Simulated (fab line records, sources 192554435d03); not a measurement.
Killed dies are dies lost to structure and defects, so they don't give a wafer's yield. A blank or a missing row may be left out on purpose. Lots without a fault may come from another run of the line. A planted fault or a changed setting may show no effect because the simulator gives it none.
Problem report in the 8D (eight disciplines) form, filled by code | flow n5_finfet | the parts of the form that need people (team, actions taken, sign-off) are left out

1. THE PROBLEM
run_length_s at N5_MOL_CONTACT_COAG_ALD_27 reads a mean of 4425.9 s on 2 wafers of 2 lots; wafers without a fault read 2769.9 s with a standard deviation of 0.66. That is +99 or more standard deviations from the usual mean.
The step: deposits SiOC, target thk 17 nm, pulse time 1.5 s, time 2720 s.
First seen on wafer L324.6, day 8 23:57, on ald_sin-02. The record holds 17 wafers of 6 lots with a number at this step. Rule for "out", or "out of limits": more than 4 standard deviations from the usual mean. The other wafers with a number count as sound.

2. WHAT IT IS AND WHAT IT IS NOT
question                    | is               | is not
which readings at this step | run_length_s     | heater_power_w, precursor_pulse_height_rel
which lots                  | L324, L326       | L308, L317, L330, L331
which wafers of those lots  | L324.6, L326.6   | L324.2, L326.3, L326.4
read on which tools         | ald_sin-02       | ald_sin-04
when                        | from day 8 23:57 | up to then (7 sound wafers); but 8 sound wafers of L326, L330, L331 came after

3. SUSPECTS, AND WHAT RULES EACH OUT
Counting: a tool at a process step up to the reading stays a suspect if it ran every lot that is out. Sound lots after the first of them don't rule it out here, since some wafers of a struck lot are sound.
- rtp_anneal-01 at N5_MOL_CONTACT_COAG_ANNEAL_113 (time 300 s): kept. It ran every lot that is out, first L324 (day 8 20:53); its last sound lot up to then is L317 (day 7 07:33).
- cmp-03 at N5_MOL_CONTACT_COAG_CMP_23 (polishes, stops on SiO2, t overpolish 1.5 s, target thk 0 nm): kept. It ran every lot that is out, first L324 (day 8 23:14); its last sound lot up to then is L308 (day 4 21:53).
- ald_sin-02 at N5_MOL_CONTACT_COAG_ALD_27 (deposits SiOC, target thk 17 nm, pulse time 1.5 s, time 2720 s): kept. It ran every lot that is out, first L324 (day 8 23:57); its last sound lot up to then is L317 (day 7 11:46). Its own readings are out on those wafers: run_length_s.
Left after counting: rtp_anneal-01 at N5_MOL_CONTACT_COAG_ANNEAL_113, cmp-03 at N5_MOL_CONTACT_COAG_CMP_23, ald_sin-02 at N5_MOL_CONTACT_COAG_ALD_27.

4. THE CAUSE (what the simulator had put in)
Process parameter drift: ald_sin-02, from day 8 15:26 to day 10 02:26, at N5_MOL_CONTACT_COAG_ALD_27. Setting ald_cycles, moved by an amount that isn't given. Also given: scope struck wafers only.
Counting left 3 suspects, and this tool is among them.

5. THE CHAIN OF EFFECTS, in route order
Each row: a reading whose mean over the struck wafers that have a number lies more than 3 standard deviations from the usual. Only readings for which the record gives a usual standard deviation are gone through. hours: the time from each lot's start at the first step in this table that gives one to its start at this step, as a median over the lots. sigmas: the change in usual standard deviations.
hours | step                       | reading      | usual    | on struck wafers | change  | sigmas
0     | N5_MOL_CONTACT_COAG_ALD_27 | run_length_s | 2769.9 s | 4425.9           | +1656.0 | +99 or more
The process steps in it:
- N5_MOL_CONTACT_COAG_ALD_27: deposits SiOC, target thk 17 nm, pulse time 1.5 s, time 2720 s.
Later measuring or inspecting steps at which every struck wafer that the step has a row for has a number for every such reading, and none has moved that far: N5_BEOL_M4_RC_MEAS_101.

6. WHAT WOULD HAVE CAUGHT IT SOONER
In this record the first reading out of limits was taken at day 8 23:57, 9 hours after the fault began at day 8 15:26.
